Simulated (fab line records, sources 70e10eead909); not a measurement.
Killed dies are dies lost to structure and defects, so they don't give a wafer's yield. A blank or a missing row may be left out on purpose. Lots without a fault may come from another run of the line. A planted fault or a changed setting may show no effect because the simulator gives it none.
Which tool did it? | flow nand_harc | 24 lots, 72 wafers sampled, at 6 steps of a route of 1302

WHAT THE GAUGES READ, wafer by wafer
The record holds no reading of a measuring or inspecting step that can be judged against a usual standard deviation.

WHICH TOOL RAN EACH LOT (tool, then ch and the chambers of the sampled wafers, then the start)
lot  | NHARC_A_CHANNEL_FILL_D2_ETCHBACK_08           | NHARC_A_STAIRCASE_ETCH_169         | NHARC_A_STAIRCASE_ETCH_17                     | NHARC_A_STAIRCASE_ETCH_23                     | NHARC_A_STAIRCASE_TRIM_26                     | NHARC_A_STAIRCASE_STRIP_254
L074 | rie_diel-11 ch 1,3, day 15 13:58 or earlier   | rie_diel-05 ch 0,2, day 15 13:58   | rie_diel-05 ch 0,2, day 16 06:31 or earlier   | rie_diel-12 ch 0,2, day 16 06:31 or earlier   | rie_diel-12 ch 0,1,2, day 16 06:31 or earlier | plasma_asher-01 ch 0,1, day 16 06:31
L075 | rie_diel-02 ch 1,3, day 15 13:46 or earlier   | rie_diel-09 ch 0,2, day 15 13:46   | rie_diel-12 ch 0,2, day 16 09:04 or earlier   | rie_diel-05 ch 1,2, day 16 09:04 or earlier   | rie_diel-05 ch 0,1,2, day 16 09:04 or earlier | plasma_asher-01 ch 0,1, day 16 09:04
L076 | rie_diel-11 ch 0,2,3, day 16 13:04 or earlier | rie_diel-05 ch 1,2,3, day 16 13:04 | rie_diel-05 ch 1,2,3, day 17 03:29 or earlier | rie_diel-12 ch 0,1,2, day 17 03:29 or earlier | rie_diel-12 ch 0,2,3, day 17 03:29 or earlier | plasma_asher-01 ch 0,1, day 17 03:29
L078 | rie_diel-04 ch 0,2,3, day 17 00:23 or earlier | rie_diel-12 ch 0,1,2, day 17 00:23 | rie_diel-09 ch 0,3, day 17 13:14 or earlier   | rie_diel-05 ch 0,3, day 17 13:14 or earlier   | rie_diel-05 ch 1,2, day 17 13:14 or earlier   | plasma_asher-01 ch 0,1, day 17 13:14
L077 | rie_diel-02 ch 0,1, day 17 06:38 or earlier   | rie_diel-05 ch 0,3, day 17 06:38   | rie_diel-09 ch 2,3, day 17 20:08 or earlier   | rie_diel-09 ch 0,1,3, day 17 20:08 or earlier | rie_diel-09 ch 0,1,2, day 17 20:08 or earlier | plasma_asher-01 ch 1, day 17 20:08
L079 | rie_diel-11 ch 0,1,3, day 17 21:40 or earlier | rie_diel-12 ch 1,2,3, day 17 21:40 | rie_diel-12 ch 0,2,3, day 18 12:17 or earlier | rie_diel-09 ch 0,1,3, day 18 12:17 or earlier | rie_diel-09 ch 1,2,3, day 18 12:17 or earlier | plasma_asher-01 ch 0,1, day 18 12:17
L080 | rie_diel-04 ch 1,2,3, day 17 21:49 or earlier | rie_diel-09 ch 0,1, day 17 21:49   | rie_diel-12 ch 1,2, day 18 16:59 or earlier   | rie_diel-09 ch 0,1,3, day 18 16:59 or earlier | rie_diel-09 ch 2,3, day 18 16:59 or earlier   | plasma_asher-02 ch 0,1, day 18 16:59
L081 | rie_diel-02 ch 0,2,3, day 18 10:07 or earlier | rie_diel-12 ch 0,1,2, day 18 10:07 | rie_diel-12 ch 0,1,3, day 19 00:22 or earlier | rie_diel-09 ch 0,1,3, day 19 00:22 or earlier | rie_diel-09 ch 0,2,3, day 19 00:22 or earlier | plasma_asher-01 ch 0,1, day 19 00:22
L082 | rie_diel-11 ch 0,1,2, day 18 18:34 or earlier | rie_diel-05 ch 1,2, day 18 18:34   | rie_diel-12 ch 1,2,3, day 19 07:33 or earlier | rie_diel-12 ch 0,1,2, day 19 07:33 or earlier | rie_diel-12 ch 0,3, day 19 07:33 or earlier   | plasma_asher-02 ch 0,1, day 19 07:33
L083 | rie_diel-04 ch 0,1, day 19 07:01 or earlier   | rie_diel-12 ch 0,2,3, day 19 07:01 | rie_diel-05 ch 1,2,3, day 19 21:31 or earlier | rie_diel-05 ch 1,2,3, day 19 21:31 or earlier | rie_diel-05 ch 1,2, day 19 21:31 or earlier   | plasma_asher-01 ch 0,1, day 19 21:31
L085 | rie_diel-02 ch 2,3, day 19 20:01 or earlier   | rie_diel-05 ch 0,1,3, day 19 20:01 | rie_diel-05 ch 0,2,3, day 20 11:57 or earlier | rie_diel-09 ch 0,1,2, day 20 11:57 or earlier | rie_diel-09 ch 1,2,3, day 20 11:57 or earlier | plasma_asher-01 ch 0,1, day 20 11:57
L084 | rie_diel-04 ch 0,1,3, day 19 20:17 or earlier | rie_diel-05 ch 0,1,3, day 19 20:17 | rie_diel-05 ch 1,2,3, day 20 12:34 or earlier | rie_diel-12 ch 0,1, day 20 12:34 or earlier   | rie_diel-12 ch 0,3, day 20 12:34 or earlier   | plasma_asher-02 ch 0,1, day 20 12:34
L086 | rie_diel-04 ch 2,3, day 20 23:41 or earlier   | rie_diel-12 ch 1,2, day 20 23:41   | rie_diel-12 ch 2,3, day 21 15:02 or earlier   | rie_diel-05 ch 2,3, day 21 15:02 or earlier   | rie_diel-05 ch 0,3, day 21 15:02 or earlier   | plasma_asher-01 ch 1, day 21 15:02
L087 | rie_diel-04 ch 0,1,2, day 21 21:52 or earlier | rie_diel-05 ch 0,1, day 21 21:52   | rie_diel-12 ch 1,2,3, day 22 14:20 or earlier | rie_diel-12 ch 2,3, day 22 14:20 or earlier   | rie_diel-12 ch 0,1, day 22 14:20 or earlier   | plasma_asher-02 ch 0,1, day 22 14:20
L088 | rie_diel-11 ch 0,1,2, day 22 01:09 or earlier | rie_diel-05 ch 0,1,2, day 22 01:09 | rie_diel-09 ch 0,2,3, day 22 15:58 or earlier | rie_diel-09 ch 0,1,2, day 22 15:58 or earlier | rie_diel-09 ch 0,1,2, day 22 15:58 or earlier | plasma_asher-02 ch 0,1, day 22 15:58
L089 | rie_diel-02 ch 1,2,3, day 22 00:59 or earlier | rie_diel-05 ch 0,1,3, day 22 00:59 | rie_diel-09 ch 0,1,3, day 22 15:04 or earlier | rie_diel-05 ch 0,1,3, day 22 15:04 or earlier | rie_diel-05 ch 1,2,3, day 22 15:04 or earlier | plasma_asher-02 ch 0,1, day 22 15:04
L090 | rie_diel-04 ch 0,1,3, day 22 17:23 or earlier | rie_diel-12 ch 1,2,3, day 22 17:23 | rie_diel-12 ch 0,1,3, day 23 07:01 or earlier | rie_diel-12 ch 0,3, day 23 07:01 or earlier   | rie_diel-12 ch 0,2,3, day 23 07:01 or earlier | plasma_asher-01 ch 0,1, day 23 07:01
L091 | rie_diel-11 ch 0,1,2, day 22 17:32 or earlier | rie_diel-09 ch 0,1, day 22 17:32   | rie_diel-12 ch 0,2,3, day 23 12:59 or earlier | rie_diel-12 ch 0,1,3, day 23 12:59 or earlier | rie_diel-12 ch 1,2,3, day 23 12:59 or earlier | plasma_asher-02 ch 0,1, day 23 12:59
L092 | rie_diel-02 ch 1,2,3, day 23 08:50 or earlier | rie_diel-05 ch 0,1,2, day 23 08:50 | rie_diel-05 ch 0,1,2, day 23 22:59 or earlier | rie_diel-09 ch 0,1,3, day 23 22:59 or earlier | rie_diel-09 ch 1,2,3, day 23 22:59 or earlier | plasma_asher-02 ch 0,1, day 23 22:59
L093 | rie_diel-11 ch 0,1,3, day 23 12:59 or earlier | rie_diel-12 ch 0,2,3, day 23 12:59 | rie_diel-09 ch 0,1,2, day 23 17:09 or earlier | rie_diel-12 ch 1,2,3, day 23 17:09 or earlier | rie_diel-05 ch 1,2,3, day 23 17:09            | plasma_asher-02 ch 0,1, day 24 02:52
L094 | rie_diel-11 ch 1,2,3, day 23 19:17 or earlier | rie_diel-12 ch 1,2,3, day 23 19:17 | rie_diel-12 ch 2,3, day 24 09:04 or earlier   | rie_diel-12 ch 1,2,3, day 24 09:04 or earlier | rie_diel-12 ch 1,2, day 24 09:04 or earlier   | plasma_asher-02 ch 0,1, day 24 09:04
L096 | rie_diel-11 ch 1,2, day 24 15:02 or earlier   | rie_diel-09 ch 0,2,3, day 24 15:02 | rie_diel-09 ch 0,3, day 25 08:00 or earlier   | rie_diel-09 ch 1,2,3, day 25 08:00 or earlier | rie_diel-09 ch 0,1, day 25 08:00 or earlier   | plasma_asher-02 ch 0,1, day 25 08:00
L095 | rie_diel-02 ch 0,2,3, day 24 19:41 or earlier | rie_diel-05 ch 0,1,3, day 24 19:41 | rie_diel-05 ch 0,2,3, day 25 12:16 or earlier | rie_diel-12 ch 0,2,3, day 25 12:16 or earlier | rie_diel-12 ch 0,1,2, day 25 12:16 or earlier | plasma_asher-02 ch 0,1, day 25 12:16
L097 | rie_diel-04 ch 0,1,2, day 25 17:07 or earlier | rie_diel-12 ch 0,1,3, day 25 17:07 | rie_diel-05 ch 0,1,3, day 26 06:38 or earlier | rie_diel-09 ch 1,2,3, day 26 06:38 or earlier | rie_diel-09 ch 0,2,3, day 26 06:38 or earlier | plasma_asher-01 ch 0,1, day 26 06:38
- NHARC_A_CHANNEL_FILL_D2_ETCHBACK_08: etches the open film in C4F8, target depth 220 nm, time 110 s.
- NHARC_A_STAIRCASE_ETCH_169: etches the open film in CH3F/O2, target depth 50 nm, time 107.1 s.
- NHARC_A_STAIRCASE_ETCH_17: etches the open film in C4F8/O2, target depth 100 nm, time 40.5 s.
- NHARC_A_STAIRCASE_ETCH_23: etches the open film in C4F8/O2, target depth 100 nm, time 40.5 s.
- NHARC_A_STAIRCASE_TRIM_26: chemistry O2, time 211.2 s.
- NHARC_A_STAIRCASE_STRIP_254: strips in O2.

WHAT THE TOOLS THEMSELVES READ (means of the sampled wafers that have a number; where no wafer has one, the mark that the record gives instead)
NHARC_A_CHANNEL_FILL_D2_ETCHBACK_08. Usual: oes_product_au 0.96 a.u., standard deviation 0.034; rf_vpp_V 441 V, standard deviation 3.
lot  | tool        | oes_product_au (a.u.) | rf_vpp_V (V) | flag
L074 | rie_diel-11 | 0.98                  | 440          |
L075 | rie_diel-02 | 0.99                  | 437          |
L076 | rie_diel-11 | 0.94                  | 442          |
L078 | rie_diel-04 | 1.00                  | 441          |
L077 | rie_diel-02 | 0.98                  | 440          |
L079 | rie_diel-11 | 0.98                  | 441          |
L080 | rie_diel-04 | 0.99                  | 438          |
L081 | rie_diel-02 | 0.99                  | 442          |
L082 | rie_diel-11 | 0.92                  | 442          |
L083 | rie_diel-04 | 0.93                  | 442          |
L085 | rie_diel-02 | 1.00                  | 441          |
L084 | rie_diel-04 | 0.99                  | 441          |
L086 | rie_diel-04 | 0.92                  | 438          |
L087 | rie_diel-04 | 0.98                  | 441          |
L088 | rie_diel-11 | 0.93                  | 442          |
L089 | rie_diel-02 | 1.00                  | 441          |
L090 | rie_diel-04 | 0.95                  | 440          |
L091 | rie_diel-11 | 0.92                  | 441          |
L092 | rie_diel-02 | 1.00                  | 441          |
L093 | rie_diel-11 | 1.00                  | 441          |
L094 | rie_diel-11 | 0.94                  | 440          |
L096 | rie_diel-11 | 0.92                  | 439          |
L095 | rie_diel-02 | 0.99                  | 441          |
L097 | rie_diel-04 | 0.91                  | 441          |

NHARC_A_STAIRCASE_ETCH_169. Usual: drypump_motor_current_A 5.6 A, standard deviation 0.51; oes_product_au 0.964 a.u., standard deviation 0.018; rf_vpp_V 244.2 V, standard deviation 1.6; showerhead_plenum_p_Torr 2.46 Torr, standard deviation 0.11; throttle_valve_pct 20.663 %, standard deviation 0.01.
lot  | tool        | drypump_motor_current_A (A) | oes_product_au (a.u.) | rf_vpp_V (V) | showerhead_plenum_p_Torr (Torr) | throttle_valve_pct (%) | flag
L074 | rie_diel-05 | 6.3                         | 0.964                 | 243.8        | 2.46                            | 20.657                 |
L075 | rie_diel-09 | 6.1                         | 0.942                 | 245.7        | 2.54                            | 20.666                 |
L076 | rie_diel-05 | 5.7                         | 0.947                 | 243.3        | 2.38                            | 20.659                 |
L078 | rie_diel-12 | 5.6                         | 0.981                 | 245.5        | 2.58                            | 20.654                 |
L077 | rie_diel-05 | 5.3                         | 0.950                 | 243.1        | 2.41                            | 20.660                 |
L079 | rie_diel-12 | 5.3                         | 0.971                 | 244.4        | 2.50                            | 20.662                 |
L080 | rie_diel-09 | 6.1                         | 0.937                 | 243.5        | 2.43                            | 20.657                 |
L081 | rie_diel-12 | 5.6                         | 0.964                 | 246.1        | 2.58                            | 20.666                 |
L082 | rie_diel-05 | 6.2                         | 0.964                 | 243.7        | 2.40                            | 20.667                 |
L083 | rie_diel-12 | 5.6                         | 0.983                 | 244.0        | 2.48                            | 20.660                 |
L085 | rie_diel-05 | 5.3                         | 0.977                 | 242.6        | 2.40                            | 20.666                 |
L084 | rie_diel-05 | 5.3                         | 0.940                 | 243.4        | 2.40                            | 20.662                 |
L086 | rie_diel-12 | 5.3                         | 0.978                 | 245.9        | 2.59                            | 20.672                 |
L087 | rie_diel-05 | 5.4                         | 0.965                 | 243.9        | 2.44                            | 20.671                 |
L088 | rie_diel-05 | 5.8                         | 0.957                 | 243.2        | 2.42                            | 20.663                 |
L089 | rie_diel-05 | 5.3                         | 0.970                 | 244.0        | 2.39                            | 20.652                 |
L090 | rie_diel-12 | 5.3                         | 0.984                 | 244.1        | 2.48                            | 20.658                 |
L091 | rie_diel-09 | 6.1                         | 0.980                 | 244.7        | 2.41                            | 20.665                 |
L092 | rie_diel-05 | 5.8                         | 0.982                 | 243.2        | 2.41                            | 20.661                 |
L093 | rie_diel-12 | 5.6                         | 0.967                 | 244.9        | 2.47                            | 20.665                 |
L094 | rie_diel-12 | 5.3                         | 0.971                 | 244.7        | 2.48                            | 20.674                 |
L096 | rie_diel-09 | 6.0                         | 0.967                 | 244.1        | 2.46                            | 20.656                 |
L095 | rie_diel-05 | 5.3                         | 0.950                 | 243.6        | 2.38                            | 20.661                 |
L097 | rie_diel-12 | 5.5                         | 0.973                 | 244.1        | 2.51                            | 20.660                 |

NHARC_A_STAIRCASE_ETCH_17. Usual: oes_product_au 0.944 a.u., standard deviation 0.014; rf_vpp_V 897 V, standard deviation 5.8.
lot  | tool        | oes_product_au (a.u.) | rf_vpp_V (V) | flag
L074 | rie_diel-05 | 0.945                 | 898          |
L075 | rie_diel-12 | 0.944                 | 901          |
L076 | rie_diel-05 | 0.952                 | 892          |
L078 | rie_diel-09 | 0.952                 | 894          |
L077 | rie_diel-09 | 0.937                 | 898          |
L079 | rie_diel-12 | 0.945                 | 897          |
L080 | rie_diel-12 | 0.951                 | 903          |
L081 | rie_diel-12 | 0.950                 | 899          |
L082 | rie_diel-12 | 0.958                 | 897          |
L083 | rie_diel-05 | 0.946                 | 892          |
L085 | rie_diel-05 | 0.937                 | 895          |
L084 | rie_diel-05 | 0.928                 | 892          |
L086 | rie_diel-12 | 0.944                 | 894          |
L087 | rie_diel-12 | 0.958                 | 898          |
L088 | rie_diel-09 | 0.939                 | 897          |
L089 | rie_diel-09 | 0.929                 | 896          |
L090 | rie_diel-12 | 0.952                 | 898          |
L091 | rie_diel-12 | 0.936                 | 896          |
L092 | rie_diel-05 | 0.933                 | 894          |
L093 | rie_diel-09 | 0.945                 | 899          |
L094 | rie_diel-12 | 0.950                 | 895          |
L096 | rie_diel-09 | 0.941                 | 891          |
L095 | rie_diel-05 | 0.957                 | 893          |
L097 | rie_diel-05 | 0.945                 | 892          |

NHARC_A_STAIRCASE_ETCH_23. Usual: oes_product_au 0.953 a.u., standard deviation 0.015; rf_vpp_V 897 V, standard deviation 5.8.
lot  | tool        | oes_product_au (a.u.) | rf_vpp_V (V) | flag
L074 | rie_diel-12 | 0.941                 | 902          |
L075 | rie_diel-05 | 0.951                 | 894          |
L076 | rie_diel-12 | 0.970                 | 902          |
L078 | rie_diel-05 | 0.933                 | 895          |
L077 | rie_diel-09 | 0.947                 | 897          |
L079 | rie_diel-09 | 0.949                 | 897          |
L080 | rie_diel-09 | 0.956                 | 896          |
L081 | rie_diel-09 | 0.974                 | 897          |
L082 | rie_diel-12 | 0.955                 | 901          |
L083 | rie_diel-05 | 0.949                 | 891          |
L085 | rie_diel-09 | 0.939                 | 900          |
L084 | rie_diel-12 | 0.970                 | 905          |
L086 | rie_diel-05 | 0.973                 | 893          |
L087 | rie_diel-12 | 0.954                 | 894          |
L088 | rie_diel-09 | 0.944                 | 899          |
L089 | rie_diel-05 | 0.951                 | 893          |
L090 | rie_diel-12 | 0.942                 | 898          |
L091 | rie_diel-12 | 0.945                 | 899          |
L092 | rie_diel-09 | 0.953                 | 896          |
L093 | rie_diel-12 | 0.954                 | 897          |
L094 | rie_diel-12 | 0.951                 | 897          |
L096 | rie_diel-09 | 0.939                 | 901          |
L095 | rie_diel-12 | 0.970                 | 896          |
L097 | rie_diel-09 | 0.948                 | 900          |

NHARC_A_STAIRCASE_TRIM_26. Usual: drypump_motor_current_A 5.7 A, standard deviation 0.47; oes_product_au 1.005 a.u., standard deviation 0.012; rf_vpp_V 57.9 V, standard deviation 0.94; showerhead_plenum_p_Torr 3.57 Torr, standard deviation 0.16; throttle_valve_pct 17.037 %, standard deviation 0.01.
lot  | tool        | drypump_motor_current_A (A) | oes_product_au (a.u.) | rf_vpp_V (V) | showerhead_plenum_p_Torr (Torr) | throttle_valve_pct (%) | flag
L074 | rie_diel-12 | 5.6                         | 1.006                 | 58.7         | 3.71                            | 17.039                 |
L075 | rie_diel-05 | 5.8                         | 1.007                 | 58.4         | 3.49                            | 17.043                 |
L076 | rie_diel-12 | 5.6                         | 0.998                 | 57.8         | 3.56                            | 17.030                 |
L078 | rie_diel-05 | 6.2                         | 1.004                 | 57.0         | 3.45                            | 17.040                 |
L077 | rie_diel-09 | 6.1                         | 0.992                 | 58.2         | 3.62                            | 17.043                 |
L079 | rie_diel-09 | 6.0                         | 1.002                 | 58.1         | 3.68                            | 17.026                 |
L080 | rie_diel-09 | 5.9                         | 1.014                 | 57.5         | 3.63                            | 17.034                 |
L081 | rie_diel-09 | 6.0                         | 1.000                 | 58.4         | 3.56                            | 17.032                 |
L082 | rie_diel-12 | 5.8                         | 0.998                 | 57.5         | 3.60                            | 17.037                 |
L083 | rie_diel-05 | 6.3                         | 1.006                 | 57.7         | 3.45                            | 17.048                 |
L085 | rie_diel-09 | 6.0                         | 1.007                 | 57.8         | 3.67                            | 17.041                 |
L084 | rie_diel-12 | 5.4                         | 1.012                 | 56.7         | 3.47                            | 17.027                 |
L086 | rie_diel-05 | 5.4                         | 1.010                 | 56.5         | 3.51                            | 17.049                 |
L087 | rie_diel-12 | 5.8                         | 1.008                 | 58.7         | 3.73                            | 17.037                 |
L088 | rie_diel-09 | 6.1                         | 0.999                 | 57.9         | 3.60                            | 17.037                 |
L089 | rie_diel-05 | 5.8                         | 1.002                 | 57.9         | 3.40                            | 17.039                 |
L090 | rie_diel-12 | 5.6                         | 1.007                 | 57.8         | 3.54                            | 17.045                 |
L091 | rie_diel-12 | 5.3                         | 1.006                 | 57.1         | 3.56                            | 17.045                 |
L092 | rie_diel-09 | 6.0                         | 0.990                 | 57.6         | 3.65                            | 17.040                 |
L093 | rie_diel-05 | 5.8                         | 0.991                 | 57.2         | 3.40                            | 17.035                 |
L094 | rie_diel-12 | 5.5                         | 1.015                 | 57.5         | 3.63                            | 17.036                 |
L096 | rie_diel-09 | 6.1                         | 1.008                 | 58.6         | 3.57                            | 17.029                 |
L095 | rie_diel-12 | 5.6                         | 1.010                 | 58.1         | 3.67                            | 17.040                 |
L097 | rie_diel-09 | 6.0                         | 0.989                 | 58.3         | 3.52                            | 17.030                 |

NHARC_A_STAIRCASE_STRIP_254. Usual: drypump_motor_current_A 5.7 A, standard deviation 0.38; heater_power_w 333 W, standard deviation 35.
lot  | tool            | drypump_motor_current_A (A) | heater_power_w (W) | flag
L074 | plasma_asher-01 | 5.6                         | 367                |
L075 | plasma_asher-01 | 5.9                         | 360                |
L076 | plasma_asher-01 | 5.6                         | 367                |
L078 | plasma_asher-01 | 5.8                         | 348                |
L077 | plasma_asher-01 | 6.1                         | 348                |
L079 | plasma_asher-01 | 5.6                         | 366                |
L080 | plasma_asher-02 | 5.8                         | 303                |
L081 | plasma_asher-01 | 5.6                         | 364                |
L082 | plasma_asher-02 | 5.5                         | 297                |
L083 | plasma_asher-01 | 5.6                         | 367                |
L085 | plasma_asher-01 | 5.6                         | 364                |
L084 | plasma_asher-02 | 5.5                         | 300                |
L086 | plasma_asher-01 | 6.1                         | 349                |
L087 | plasma_asher-02 | 5.5                         | 298                |
L088 | plasma_asher-02 | 5.5                         | 294                |
L089 | plasma_asher-02 | 5.7                         | 304                |
L090 | plasma_asher-01 | 5.6                         | 386                |
L091 | plasma_asher-02 | 5.8                         | 310                |
L092 | plasma_asher-02 | 5.7                         | 308                |
L093 | plasma_asher-02 | 5.5                         | 295                |
L094 | plasma_asher-02 | 5.8                         | 302                |
L096 | plasma_asher-02 | 5.8                         | 310                |
L095 | plasma_asher-02 | 5.5                         | 294                |
L097 | plasma_asher-01 | 5.9                         | 377                |

THE ANSWER, worked out from the rows above alone
Rule: a lot is off if the mean of its wafers that have a number lies more than 3 standard deviations from the usual mean. A lot without any number at a reading at which 4 lots or more have one is off too. The other lots that the step has rows for count as sound. The gauges are gone through in route order, then the tools' own readings, and for those a lot's mean is taken as printed above. The first step at which some lot is off is used, and at that step the reading that is off furthest; a lot without a number counts as furthest.
No lot is off at any reading shown: from this, nothing can be told.

WHAT THE SIMULATOR HAD PUT IN
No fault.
